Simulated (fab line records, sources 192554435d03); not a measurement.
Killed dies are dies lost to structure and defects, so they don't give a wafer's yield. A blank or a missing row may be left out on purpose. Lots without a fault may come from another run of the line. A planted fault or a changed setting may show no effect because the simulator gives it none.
Split-lot experiment | flow n5_finfet | 7 lots, 21 wafers read, on a route of 1938 steps

THE SPLIT
At N5_PASSIVATION_ETCH_59 (etches TaN in Cl2/BCl3, target depth 65 nm, time 34.9 s), the setting time_s was moved away from the recipe's 34.9 s on 7 of the 21 wafers read, by -22.2% to +15.8%. The other wafers ran this setting at the recipe's value.

The reading is taken at the split's own step.

THE READING
etch.depth_nm (the simulator's own value, which no gauge read), in nm, at N5_PASSIVATION_ETCH_59 (etches TaN in Cl2/BCl3, target depth 65 nm, time 34.9 s). The file gives no usual value for it. The 14 wafers here that ran the recipe average 64.62 nm, standard deviation 2.6 nm.

wafer  | tool, chamber at the split | time_s as run, s | against the recipe | etch.depth_nm, nm | against lot-mates on the recipe
L074.1 | rie_metal-01, 1            | 34.9             | recipe             | 66.58             | -
L074.5 | rie_metal-01, 1            | 29.09            | -16.6%             | 55.79             | -8.04
L074.6 | rie_metal-01, 0            | 34.9             | recipe             | 61.07             | -
L079.2 | rie_metal-02, 0            | 38.1             | +9.2%              | 68.4              | +5.65
L079.3 | rie_metal-02, 1            | 34.9             | recipe             | 62.69             | -
L079.5 | rie_metal-02, 0            | 34.9             | recipe             | 62.81             | -
L082.1 | rie_metal-01, 1            | 34.9             | recipe             | 67.31             | -
L082.2 | rie_metal-01, 0            | 34.9             | recipe             | 61.61             | -
L082.3 | rie_metal-01, 0            | 34.9             | recipe             | 61.74             | -
L084.2 | rie_metal-02, 0            | 34.9             | recipe             | 62.2              | -
L084.3 | rie_metal-02, 1            | 40.19            | +15.2%             | 72.14             | +9.94
L084.5 | rie_metal-02, 1            | 40.19            | +15.2%             | 71.9              | +9.70
L086.1 | rie_metal-03, 0            | 34.9             | recipe             | 69.1              | -
L086.2 | rie_metal-03, 1            | 40.43            | +15.8%             | 75.89             | +6.79
L086.6 | rie_metal-03, 1            | 40.43            | +15.8%             | 75.45             | +6.35
L091.1 | rie_metal-03, 0            | 34.9             | recipe             | 67.91             | -
L091.3 | rie_metal-03, 1            | 27.15            | -22.2%             | 51.01             | -15.30
L091.5 | rie_metal-03, 1            | 34.9             | recipe             | 64.72             | -
L095.1 | rie_metal-01, 1            | 34.9             | recipe             | 66.46             | -
L095.2 | rie_metal-01, 0            | 34.9             | recipe             | 63.73             | -
L095.4 | rie_metal-01, 1            | 34.9             | recipe             | 66.78             | -

THE FIT
A straight line over all 21 wafers: etch.depth_nm changes by +0.583 nm for each +1% of time_s; r = +0.92; the points scatter about the line by 2.4 nm.
The same after taking each lot's own level away (the mean of its wafers on the recipe; 21 wafers): +0.571 nm for each +1%; r = +0.94; scatter 1.9 nm.
On that fit, the largest move of time_s shifts the reading by 13 nm.
The lots' own levels span 62.200 to 69.100 nm, that is 2.7 times the standard deviation above.
So the lot-to-lot level changes the slope little: the two slopes agree.
Check: with one of the wafers moved furthest among these (-22.2%) left out of the fit, the line predicts -11.4 nm for it against its lot-mates. It came out at -15.3 nm against them.

OTHER SPLITS ON THESE WAFERS
These wafers also went through other splits before the reading. Each is held against what the fit with the lots' levels taken away leaves over:
other split on the same wafers    | wafers away from the commonest value | r with etch.depth_nm (lot level and that fit taken away)
N5_BEOL_M15_TRENCH_ETCH_34 time_s | 10                                   | +0.21
N5_MIM_BOT_ETCH_ETCH_04 time_s    | 2                                    | +0.32

THE FILE'S OWN FIT
etch.depth_nm changes by +0.583 nm for each +1% of time_s, r = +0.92.
